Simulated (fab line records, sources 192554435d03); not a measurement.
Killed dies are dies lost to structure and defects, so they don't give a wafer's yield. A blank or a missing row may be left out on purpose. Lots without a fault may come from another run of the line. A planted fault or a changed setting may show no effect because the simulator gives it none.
Chamber matching | flow n5_finfet | N5_BEOL_M9_CMP_52 on cmp-04: 4 sister chambers
The step polishes, stops on SiCOH lowk, t overpolish 7 s, target thk 140 nm. 16 wafers are shown with their chamber, then 8 later ones without.

WAFERS WITH THEIR CHAMBER
wafer  | chamber | motor_current_A (A) | barrier_field_endpoint_s (s) | time_to_endpoint_s (s)
L462.3 | 0       | 6.1                 | 31.4                         | 76
L462.4 | 3       | 5.4                 | 28.9                         | 68
L462.6 | 2       | 5.5                 | 30.1                         | 68
L463.1 | 3       | 5.7                 | 29.6                         | 68
L463.3 | 1       | 6.7                 | 29.2                         | 68
L463.5 | 3       | 5.6                 | 30.8                         | 71
L466.3 | 0       | 6.0                 | 30.2                         | 69
L466.5 | 3       | 5.9                 | 28.5                         | 64
L466.6 | 2       | 5.7                 | 29.1                         | 65
L475.1 | 3       | 5.8                 | 29.0                         | 67
L475.4 | 0       | 5.8                 | 30.2                         | 70
L475.5 | 0       | 6.1                 | 30.2                         | 71
L476.1 | 2       | 5.7                 | 28.8                         | 68
L476.3 | 1       | 6.8                 | 28.3                         | 62
L476.6 | 3       | 5.4                 | 29.6                         | 68
L478.2 | 2       | 5.7                 | 27.8                         | 66

SIGNATURES (means of the wafers above)
reading                  | chamber 0 | chamber 1 | chamber 2 | chamber 3 | scatter within a chamber
motor_current_A          | 6.000     | 6.750     | 5.650     | 5.633     | 0.16
barrier_field_endpoint_s | 30.500    | 28.750    | 28.950    | 29.400    | 0.787
time_to_endpoint_s       | 71.50     | 65.00     | 66.75     | 67.67     | 2.57
Rule: a wafer's distance from a chamber is the root of the sum, over the readings, of the square of ((its reading less the chamber's mean) divided by the reading's scatter). The wafer belongs to the nearest chamber; if the next one is less than 2 further off, it can't be placed. The scatter: the root of (the sum of the squares of (reading less its chamber's mean) over the shown wafers, divided by (wafers less chambers)).

WAFERS WITHOUT THEIR CHAMBER
wafer  | motor_current_A (A) | barrier_field_endpoint_s (s) | time_to_endpoint_s (s)
L478.4 | 6.0                 | 29.6                         | 71
L478.6 | 5.6                 | 28.4                         | 65
L480.1 | 5.5                 | 28.7                         | 68
L480.2 | 6.6                 | 28.5                         | 68
L480.5 | 7.1                 | 28.7                         | 66
L482.3 | 5.7                 | 29.0                         | 69
L482.4 | 6.9                 | 28.4                         | 65
L482.5 | 5.6                 | 29.1                         | 72

WHICH CHAMBER EACH WENT THROUGH
wafer  | from the rows above          | in truth
L478.4 | can't be placed: 0 or 3 or 2 | 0
L478.6 | can't be placed: 2 or 3      | 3
L480.1 | can't be placed: 2 or 3      | 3
L480.2 | 1                            | 1
L480.5 | 1                            | 1
L482.3 | can't be placed: 3 or 2      | 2
L482.4 | 1                            | 1
L482.5 | can't be placed: 3 or 2 or 0 | 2
Placed correctly: 3 of 8. Can't be placed from these rows: 5 (the true chamber is among the candidates in 5). Placed wrongly: 0.
